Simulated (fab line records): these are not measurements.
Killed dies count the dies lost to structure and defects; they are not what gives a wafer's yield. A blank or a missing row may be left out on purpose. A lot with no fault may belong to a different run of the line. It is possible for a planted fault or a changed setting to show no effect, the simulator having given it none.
A single fault, viewed from 3 desks | flow n5-finfet | numbers are kept per desk, each desk with only its own; the story behind them comes last

== THE DEFECT DESK ==
For each lot, the counts of the inspections along the route, averaged over the sampled wafers that have a number. If a lot's mean is further than 4 standard deviations from the usual mean, the lot is out of limits and carries the mark OUT (the distance appears in the brackets).
Columns: A = raw-defect-count at N5_SD_EPI_N_INSPECT_11, usual 2.0
lot  | first seen here | A
L628 | day 3 05:23     | 1.7
L632 | day 4 06:52     | 3.3
L634 | day 4 20:46     | 2.7
L644 | day 7 08:32     | 1.0
L646 | day 7 20:25     | 2.3
L645 | day 8 00:30     | 2.0
Finding of this desk: none of the 6 lots has anything out of limits.

== METROLOGY DESK ==
What the gauges read, lot by lot, whatever tool the lot ran on: means of the sampled wafers that have a number. If a lot's mean is further than 4 standard deviations from the usual mean, the lot is out of limits and carries the mark OUT (the distance appears in the brackets). 7 of its 12 readings are shown, namely those furthest out on some lot.
Columns: A = cd-nm at N5_SD_EPI_N_CD_MEAS_09, usual 119.7 nm; B = SD_N_BLK_OVL at N5_SD_EPI_N_OVL_MEAS_10, usual -0.3 nm; C = DIBL_N at N5_BEOL_M4_RC_MEAS_101, usual 36.2 mV/V; D = DIBL_P at N5_BEOL_M4_RC_MEAS_101, usual 36.5 mV/V; E = IOFF_N at N5_BEOL_M4_RC_MEAS_101, usual 0.158 nA/um; F = ION_N at N5_BEOL_M4_RC_MEAS_101, usual 675 uA/um; G = VT_N at N5_BEOL_M4_RC_MEAS_101, usual 250.4 mV
lot  | first seen here | A     | B    | C    | D    | E     | F   | G
L628 | day 3 05:19     | 121.6 | -0.1 | 36.8 | 37.3 | 0.165 | 683 | 250.2
L632 | day 4 06:48     | 120.3 | 0.3  | 38.3 | 38.0 | 0.175 | 679 | 248.1
L634 | day 4 20:43     | 120.5 | -1.2 | 33.6 | 34.0 | 0.115 | 661 | 255.0
L644 | day 7 08:29     | 119.2 | -0.6 | 35.0 | 36.0 | 0.141 | 671 | 251.6
L646 | day 7 20:22     | 119.1 | -1.0 | 35.1 | 38.0 | 0.155 | 675 | 251.7
L645 | day 8 00:27     | 120.5 | 0.1  | 36.8 | 37.2 | 0.158 | 685 | 249.8
Finding of this desk: none of the 6 lots has anything out of limits.

== DESK OF THE TOOL OWNER: rie-diel-04 ==
The tool's own readings at N5_SD_EPI_N_ETCH_45 (etches SiOCN in CH3F/O2, target depth 6 nm): means of the sampled wafers that have a number, for each lot that ran on this tool. If a lot's mean is further than 4 standard deviations from the usual mean, the lot is out of limits and carries the mark OUT (the distance appears in the brackets).
Columns: A = bias-w at N5_SD_EPI_N_ETCH_45, usual 29.01 W; B = drypump-motor-current-A at N5_SD_EPI_N_ETCH_45, usual 5.8 A; C = oes-product-au at N5_SD_EPI_N_ETCH_45, usual 0.79 a.u.; D = rf-vpp-V at N5_SD_EPI_N_ETCH_45, usual 127.6 V; E = showerhead-plenum-p-Torr at N5_SD_EPI_N_ETCH_45, usual 2.00 Torr; F = throttle-valve-pct at N5_SD_EPI_N_ETCH_45, usual 23.20 %
lot  | first seen here | A     | B   | C    | D     | E    | F
L628 | day 3 05:55     | 29.04 | 6.3 | 0.75 | 127.3 | 2.03 | 23.33
L632 | day 4 07:24     | 29.06 | 5.9 | 0.76 | 128.8 | 2.02 | 23.24
L634 | day 4 21:19     | 28.91 | 5.4 | 0.73 | 127.2 | 1.99 | 23.13
L646 | day 7 20:58     | 29.13 | 5.5 | 0.84 | 126.7 | 2.01 | 23.22
Finding of this desk: none of the 4 lots has anything out of limits.

== BROUGHT TOGETHER ==
No out-of-limits result turned up at the defect desk.
Nothing out of limits was seen by the metrology desk.
The desk of the tool owner found nothing out of limits.

== WHAT THE SIMULATOR HAD INSERTED ==
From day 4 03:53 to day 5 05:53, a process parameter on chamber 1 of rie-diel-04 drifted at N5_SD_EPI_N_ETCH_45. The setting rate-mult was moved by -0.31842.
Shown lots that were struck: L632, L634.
